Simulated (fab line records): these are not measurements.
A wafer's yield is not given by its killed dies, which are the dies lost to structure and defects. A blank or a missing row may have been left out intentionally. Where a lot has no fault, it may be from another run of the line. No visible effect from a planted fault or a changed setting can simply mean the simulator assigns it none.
Chamber matching    flow nandHarc    4 sister chambers for NHARC_P_M2_STRIP_18 on rieDiel-13
The step strips in N2/H2. 4 wafers are shown with their chamber, then 12 later ones without.

== WAFERS PAIRED WITH THEIR CHAMBERS ==
wafer   chamber  drypumpMotorCurrentA (A)
L089.1  3        6.0
L092.2  1        5.9
L092.3  0        6.8
L092.6  2        6.0

== WAFERS WITH NO CHAMBER GIVEN ==
wafer   drypumpMotorCurrentA (A)
L091.2  6.8
L091.4  5.9
L091.6  5.9
L093.2  6.8
L093.3  6.1
L093.4  6.0
L095.2  6.0
L095.5  6.1
L095.6  6.0
L097.3  6.1
L097.4  6.1
L097.6  5.8

== WHICH CHAMBER EACH ONE RAN IN ==
wafer   from the rows above           in truth
L091.2  0                             0
L091.4  can't be placed: 1 or 2 or 3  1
L091.6  can't be placed: 1 or 2 or 3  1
L093.2  0                             0
L093.3  can't be placed: 2 or 3 or 1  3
L093.4  can't be placed: 2 or 3 or 1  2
L095.2  can't be placed: 2 or 3 or 1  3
L095.5  can't be placed: 2 or 3 or 1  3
L095.6  can't be placed: 2 or 3 or 1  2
L097.3  can't be placed: 2 or 3 or 1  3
L097.4  can't be placed: 2 or 3 or 1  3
L097.6  can't be placed: 1 or 2 or 3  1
2 of 12 placed correctly. Unplaceable from these rows: 10, with the true chamber sitting among the candidates in 10. 0 placed wrongly.
How it was worked out, from the rows above alone: a wafer's distance from a chamber is the root of the sum, over the readings, of the square of ((its reading less the chamber's mean) divided by the reading's scatter). The wafer belongs to the nearest chamber; if the next one is less than 2 further off, it can't be placed. A chamber's mean is the mean of its shown wafers. The scatter: with one shown wafer a chamber, the root of the mean of the squares of how far each hidden wafer lies from its nearest shown one.
